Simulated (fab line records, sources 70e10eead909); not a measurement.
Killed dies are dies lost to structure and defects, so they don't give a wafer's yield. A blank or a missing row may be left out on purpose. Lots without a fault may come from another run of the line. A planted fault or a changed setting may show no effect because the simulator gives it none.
Which tool did it? | flow nand_harc | 11 lots, 33 wafers sampled, at 5 steps of a route of 1302

WHAT THE GAUGES READ, wafer by wafer
NHARC_P_ZERO_WELL_CD_MEAS_11: target cd 500 nm.
lot  | measured     | on        | cd_nm (nm)
L671 | day 1 21:16  | cd_sem-02 | 500.4 500.0 500.4
L674 | day 3 03:19  | cd_sem-03 | 499.5 500.0 499.9
L676 | day 3 23:07  | cd_sem-01 | 499.8 500.1 497.4
L677 | day 4 09:14  | cd_sem-01 | 501.2 499.6 501.5
L679 | day 5 05:14  | cd_sem-03 | 499.4 499.3 498.1
L680 | day 5 15:19  | cd_sem-01 | 498.9 497.3 496.4
L689 | day 9 09:08  | cd_sem-03 | 501.3 499.0 499.1
L691 | day 10 05:14 | cd_sem-01 | 500.1 498.5 499.3
L692 | day 10 15:11 | cd_sem-01 | 499.6 499.7 500.1
L693 | day 11 01:14 | cd_sem-02 | 497.5 499.6 497.8
L694 | day 11 11:15 | cd_sem-01 | 500.7 497.8 499.4

NHARC_P_ZERO_WELL_CD_MEAS_52: target cd 2000 nm.
lot  | measured     | on        | cd_nm (nm)
L671 | day 2 01:40  | cd_sem-01 | 2000.4 2001.5 2000.6
L674 | day 3 08:10  | cd_sem-03 | 1996.7 2000.0 1997.4
L676 | day 4 03:38  | cd_sem-02 | 1998.4 2000.0 2000.5
L677 | day 4 13:45  | cd_sem-02 | 1998.2 2001.9 1999.9
L679 | day 5 09:45  | cd_sem-01 | 1970.0 1968.4 1970.3
L680 | day 5 19:48  | cd_sem-01 | 2000.5 1999.0 1999.5
L689 | day 9 13:37  | cd_sem-03 | 1999.9 1999.2 2001.0
L691 | day 10 12:04 | cd_sem-03 | 2001.2 1999.7 1999.8
L692 | day 10 19:43 | cd_sem-02 | 1999.0 1997.6 1999.5
L693 | day 11 05:49 | cd_sem-03 | 2001.7 2000.3 1999.8
L694 | day 11 16:34 | cd_sem-03 | 2000.1 2001.0 2002.2

WHICH TOOL RAN EACH LOT (tool, then ch and the chambers of the sampled wafers, then the start)
lot  | NHARC_P_ZERO_WELL_ETCH_63        | NHARC_P_ZERO_WELL_DESCUM_26        | NHARC_P_ZERO_WELL_EXPOSE_49
L671 | rie_si-06 ch 0,2, day 1 21:40    | rie_diel-05 ch 0,1,3, day 1 22:37  | krf_scanner-03 ch 0, day 2 01:31
L674 | rie_si-01 ch 0,1, day 3 04:04    | rie_diel-04 ch 1,2, day 3 05:10    | krf_scanner-01 ch 0, day 3 08:01
L676 | rie_si-01 ch 0,2,3, day 3 23:35  | rie_diel-04 ch 1,2, day 4 00:40    | krf_scanner-01 ch 0, day 4 03:29
L677 | rie_si-06 ch 1,3, day 4 09:40    | rie_diel-02 ch 0,2,3, day 4 10:44  | krf_scanner-01 ch 0, day 4 13:35
L679 | rie_si-04 ch 0,1,3, day 5 05:40  | rie_diel-04 ch 0,1,3, day 5 06:37  | krf_scanner-02 ch 0, day 5 09:35
L680 | rie_si-06 ch 0,3, day 5 15:44    | rie_diel-05 ch 1,2, day 5 16:49    | krf_scanner-02 ch 0, day 5 19:39
L689 | rie_si-06 ch 0,3, day 9 09:32    | rie_diel-02 ch 0,1,2, day 9 10:39  | krf_scanner-02 ch 0, day 9 13:27
L691 | rie_si-06 ch 0,3, day 10 05:49   | rie_diel-05 ch 0,2,3, day 10 06:48 | krf_scanner-02 ch 0, day 10 11:55
L692 | rie_si-04 ch 1,2,3, day 10 15:37 | rie_diel-02 ch 1,2,3, day 10 16:34 | krf_scanner-03 ch 0, day 10 19:33
L693 | rie_si-06 ch 0,1,3, day 11 01:39 | rie_diel-04 ch 1,2,3, day 11 02:47 | krf_scanner-01 ch 0, day 11 05:40
L694 | rie_si-04 ch 0,2,3, day 11 12:23 | rie_diel-02 ch 0,3, day 11 13:28   | krf_scanner-02 ch 0, day 11 16:25
- NHARC_P_ZERO_WELL_ETCH_63: etches the open film in HBr/Cl2, target depth 120 nm, time 40.1 s.
- NHARC_P_ZERO_WELL_DESCUM_26: chemistry O2, time 3 s.
- NHARC_P_ZERO_WELL_EXPOSE_49: exposes mask P HVPW, target cd 2000 nm.

WHAT THE TOOLS THEMSELVES READ (means of the sampled wafers that have a number; where no wafer has one, the mark that the record gives instead)
NHARC_P_ZERO_WELL_ETCH_63.
lot  | tool      | bias_w (W) | drypump_motor_current_A (A) | oes_product_au (a.u.) | throttle_valve_pct (%)
L671 | rie_si-06 | 99.7       | 6.5                         | 0.995                 | 26.416
L674 | rie_si-01 | 100.1      | 6.0                         | 1.001                 | 26.403
L676 | rie_si-01 | 99.9       | 6.1                         | 1.004                 | 26.413
L677 | rie_si-06 | 100.0      | 5.1                         | 0.994                 | 26.406
L679 | rie_si-04 | 100.2      | 5.9                         | 1.007                 | 26.399
L680 | rie_si-06 | 99.8       | 5.8                         | 0.992                 | 26.404
L689 | rie_si-06 | 99.8       | 5.8                         | 1.007                 | 26.403
L691 | rie_si-06 | 100.1      | 5.8                         | 1.006                 | 26.411
L692 | rie_si-04 | 100.1      | 5.8                         | 1.000                 | 26.402
L693 | rie_si-06 | 100.3      | 5.5                         | 1.009                 | 26.398
L694 | rie_si-04 | 100.1      | 5.9                         | 0.996                 | 26.405

NHARC_P_ZERO_WELL_DESCUM_26.
lot  | tool        | drypump_motor_current_A (A) | o2_flow_sccm (sccm) | oes_product_au (a.u.) | rf_vpp_V (V) | showerhead_plenum_p_Torr (Torr) | throttle_valve_pct (%)
L671 | rie_diel-05 | 5.3                         | 200.4               | 0.997                 | 58.5         | 1.94                            | 11.306
L674 | rie_diel-04 | 5.4                         | 200.2               | 1.011                 | 57.9         | 1.86                            | 11.313
L676 | rie_diel-04 | 5.6                         | 200.0               | 1.003                 | 57.8         | 1.89                            | 11.313
L677 | rie_diel-02 | 5.5                         | 200.1               | 0.998                 | 57.8         | 1.89                            | 11.318
L679 | rie_diel-04 | 5.9                         | 200.2               | 1.000                 | 58.6         | 1.92                            | 11.309
L680 | rie_diel-05 | 5.8                         | 199.4               | 0.999                 | 57.7         | 1.94                            | 11.316
L689 | rie_diel-02 | 5.5                         | 200.0               | 1.002                 | 57.9         | 1.87                            | 11.317
L691 | rie_diel-05 | 5.8                         | 200.0               | 1.001                 | 57.7         | 1.89                            | 11.313
L692 | rie_diel-02 | 5.7                         | 200.2               | 1.005                 | 57.6         | 1.85                            | 11.306
L693 | rie_diel-04 | 5.7                         | 200.5               | 0.987                 | 58.0         | 1.89                            | 11.308
L694 | rie_diel-02 | 5.3                         | 200.0               | 1.005                 | 57.6         | 1.84                            | 11.318

NHARC_P_ZERO_WELL_EXPOSE_49.
lot  | tool           | stage_vel_mm_s (mm/s)
L671 | krf_scanner-03 | 500.11
L674 | krf_scanner-01 | 500.11
L676 | krf_scanner-01 | 499.95
L677 | krf_scanner-01 | 499.95
L679 | krf_scanner-02 | 500.07
L680 | krf_scanner-02 | 499.75
L689 | krf_scanner-02 | 500.12
L691 | krf_scanner-02 | 499.81
L692 | krf_scanner-03 | 500.34
L693 | krf_scanner-01 | 500.16
L694 | krf_scanner-02 | 500.38

THE ANSWER, worked out from the rows above alone
Rule: what is usual is taken from the lots themselves. Put in order of their means at a reading, lots are off if they are a third of the lots or fewer, leave a main group of 4 or more, and stand apart from it by a gap of 3 or more times the standard deviation of the main group's means; of several such gaps the widest counts. A main group whose means are all the same, to the digits that the tables above print for the reading, isn't used. A lot without any number at a reading at which 4 lots or more have one is off too. The other lots that the step has rows for count as sound. The gauges are gone through in route order, then the tools' own readings, and for those a lot's mean is taken as printed above. The first step at which some lot is off is used, and at that step the reading that is off furthest; a lot without a number counts as furthest.
Off: L679, at NHARC_P_ZERO_WELL_CD_MEAS_52 (cd_nm). The main group: mean 1999.9 nm, standard deviation 0.89.
A tool fits if, at a process step before that reading, it ran every lot that is off, and no sound lot after the first of them. The gauges at NHARC_P_ZERO_WELL_CD_MEAS_52 aren't tried: what is off there is off at NHARC_P_ZERO_WELL_DESCUM_26 too, on other tools, and a gauge's error can't cause that. None of those tried fits.

WHAT THE SIMULATOR HAD PUT IN
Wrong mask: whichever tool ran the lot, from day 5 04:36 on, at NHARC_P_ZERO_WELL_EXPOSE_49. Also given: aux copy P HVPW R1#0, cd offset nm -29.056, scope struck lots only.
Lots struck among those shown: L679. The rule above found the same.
